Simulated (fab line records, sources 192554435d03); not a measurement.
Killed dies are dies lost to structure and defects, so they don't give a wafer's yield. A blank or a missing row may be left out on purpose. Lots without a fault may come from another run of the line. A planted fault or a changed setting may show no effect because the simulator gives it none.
Problem report in the 8D (eight disciplines) form, filled by code | flow n5_finfet | the parts of the form that need people (team, actions taken, sign-off) are left out

1. THE PROBLEM
rf_fwd_power_W at N5_FIN_SAQP_ETCH_34 reads a mean of 253.3 W on 2 wafers of 2 lots; wafers without a fault read 336.5 W with a standard deviation of 0.97. That is -86 standard deviations from the usual mean.
The step: etches SiO2 in C4F6/O2, target depth 45 nm, time 15 s.
First seen on wafer L477.2, day 4 19:55, on rie_diel-06. The record holds 27 wafers of 9 lots with a number at this step. Rule for "out", or "out of limits": more than 4 standard deviations from the usual mean. The other wafers with a number count as sound.

2. WHAT IT IS AND WHAT IT IS NOT
question                    | is                                          | is not
which readings at this step | rf_fwd_power_W, etch_rf_on_time_s, rf_vpp_V | drypump_motor_current_A, oes_product_au, showerhead_plenum_p_Torr, throttle_valve_pct
which lots                  | L477, L480                                  | L466, L468, L469, L482, L487, L488, L489
which wafers of those lots  | L477.2, L480.1                              | L477.5, L477.6, L480.2, L480.3
read on which tools         | rie_diel-06                                 | rie_diel-01, rie_diel-03
when                        | from day 4 19:55                            | up to then (11 sound wafers); but 14 sound wafers of L480, L482, L487, L488, L489 came after

3. SUSPECTS, AND WHAT RULES EACH OUT
Counting: a tool at a process step up to the reading stays a suspect if it ran every lot that is out. Sound lots after the first of them don't rule it out here, since some wafers of a struck lot are sound.
- rie_si-05 at N5_FIN_SAQP_MANDREL1_REMOVE_56 (chemistry HBr/Cl2/O2, target a-Si, stops on SiNx, bt time 10 s): kept. It ran every lot that is out, first L477 (day 4 17:09); its last sound lot up to then is L469 (day 3 00:49).
- rie_diel-06 at N5_FIN_SAQP_ETCH_34 (etches SiO2 in C4F6/O2, target depth 45 nm, time 15 s): kept. It ran every lot that is out, first L477 (day 4 19:55); its last sound lot up to then is L468 (day 2 15:47). Its own readings are out on those wafers: etch_rf_on_time_s, rf_fwd_power_W, rf_vpp_V.
- Within rie_diel-06 at N5_FIN_SAQP_ETCH_34: the wafers that are out ran in chamber 0; their sound lot-mates ran in chambers 2, 3.
Left after counting: rie_si-05 at N5_FIN_SAQP_MANDREL1_REMOVE_56, rie_diel-06 at N5_FIN_SAQP_ETCH_34.

4. THE CAUSE (what the simulator had put in)
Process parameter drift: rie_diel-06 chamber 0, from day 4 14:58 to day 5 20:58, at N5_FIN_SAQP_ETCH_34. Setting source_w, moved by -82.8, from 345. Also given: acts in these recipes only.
Counting left 2 suspects, and this tool is among them.

5. THE CHAIN OF EFFECTS, in route order
Each row: a reading whose mean over the struck wafers that have a number lies more than 3 standard deviations from the usual. Only readings for which the record gives a usual standard deviation are gone through. hours: the time from each lot's start at the first step in this table that gives one to its start at this step, as a median over the lots. sigmas: the change in usual standard deviations.
hours | step                | reading           | usual     | on struck wafers | change | sigmas
0     | N5_FIN_SAQP_ETCH_34 | etch_rf_on_time_s | 14.94 s   | 16.69            | +1.75  | +8.0
0     | N5_FIN_SAQP_ETCH_34 | oes_f_703_au      | 0.81 a.u. | 0.56             | -0.25  | -3.3
0     | N5_FIN_SAQP_ETCH_34 | rf_fwd_power_W    | 336.5 W   | 253.3            | -83.2  | -86
0     | N5_FIN_SAQP_ETCH_34 | rf_vpp_V          | 667 V     | 765              | +98    | +18
The process steps in it:
- N5_FIN_SAQP_ETCH_34: etches SiO2 in C4F6/O2, target depth 45 nm, time 15 s.
Later measuring or inspecting steps at which every struck wafer that the step has a row for has a number for every such reading, and none has moved that far: N5_BEOL_M4_RC_MEAS_101.

6. WHAT WOULD HAVE CAUGHT IT SOONER
In this record the first reading out of limits was taken at day 4 19:55, 5 hours after the fault began at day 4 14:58.
